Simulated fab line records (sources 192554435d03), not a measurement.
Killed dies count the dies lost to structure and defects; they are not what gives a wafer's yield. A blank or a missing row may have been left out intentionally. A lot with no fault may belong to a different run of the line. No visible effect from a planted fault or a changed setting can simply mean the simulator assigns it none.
Chamber matching ; flow n5_finfet ; rie_diel-01 running N5_BEOL_M11_ETCH_62: 4 sister chambers
The step etches SOC in N2/H2, target depth 110 nm, overetch 22 nm, time 165 s. 18 wafers are shown with their chamber, then 9 later ones without.

## WAFERS, EACH WITH ITS CHAMBER
wafer;chamber;throttle_valve_pct (%);showerhead_plenum_p_Torr (Torr);oes_product_au (a.u.)
L076.1;1;17.50;2.45;0.72
L076.2;0;17.62;2.48;0.75
L076.4;3;17.87;2.54;0.62
L074.2;2;18.01;2.50;0.75
L074.3;0;17.62;2.48;0.75
L074.4;1;17.50;2.45;0.72
L077.1;0;17.61;2.48;0.75
L077.4;3;17.90;2.54;0.62
L077.6;3;17.90;2.54;0.62
L075.3;3;17.87;2.54;0.62
L075.4;0;17.62;2.48;0.74
L075.5;0;17.63;2.48;0.75
L078.3;1;17.50;2.45;0.72
L078.5;3;17.90;2.54;0.62
L078.6;0;17.63;2.48;0.74
L079.1;2;18.01;2.49;0.74
L079.2;3;17.90;2.54;0.61
L079.6;0;17.63;2.48;0.73

SIGNATURES, as means of the wafers listed above
reading;chamber 0;chamber 1;chamber 2;chamber 3;scatter within a chamber
throttle_valve_pct;17.6229;17.5000;18.0100;17.8900;0.0105
showerhead_plenum_p_Torr;2.4800;2.4500;2.4950;2.5400;0.00189
oes_product_au;0.7443;0.7200;0.7450;0.6183;0.006
Rule: distance of a wafer from a chamber = root of the sum over the readings of ((wafer's reading minus chamber's mean) / reading's scatter) squared. If the next closest chamber is less than 2 further off than the closest, the wafer can't be placed; otherwise it belongs to the closest. How the scatter is found: for the shown wafers, subtract from each reading the mean of its chamber, square and add these, divide the total by (wafers less chambers), then take the root.

## WAFERS WITH NO CHAMBER GIVEN
wafer;throttle_valve_pct (%);showerhead_plenum_p_Torr (Torr);oes_product_au (a.u.)
L081.2;18.02;2.49;0.73
L081.4;17.90;2.53;0.61
L081.5;18.02;2.49;0.74
L090.1;17.94;2.53;0.59
L090.2;17.67;2.47;0.71
L090.3;18.06;2.48;0.72
L090.4;17.56;2.44;0.69
L090.5;18.05;2.48;0.71
L090.6;17.96;2.53;0.60

## WHICH CHAMBER EACH WENT THROUGH
wafer;from the rows above;in truth
L081.2;2;2
L081.4;3;3
L081.5;2;2
L090.1;3;3
L090.2;0;0
L090.3;2;2
L090.4;1;1
L090.5;2;2
L090.6;3;3
Placed correctly: 9 of 9. Number that these rows cannot place: 0. Wrongly placed: 0.
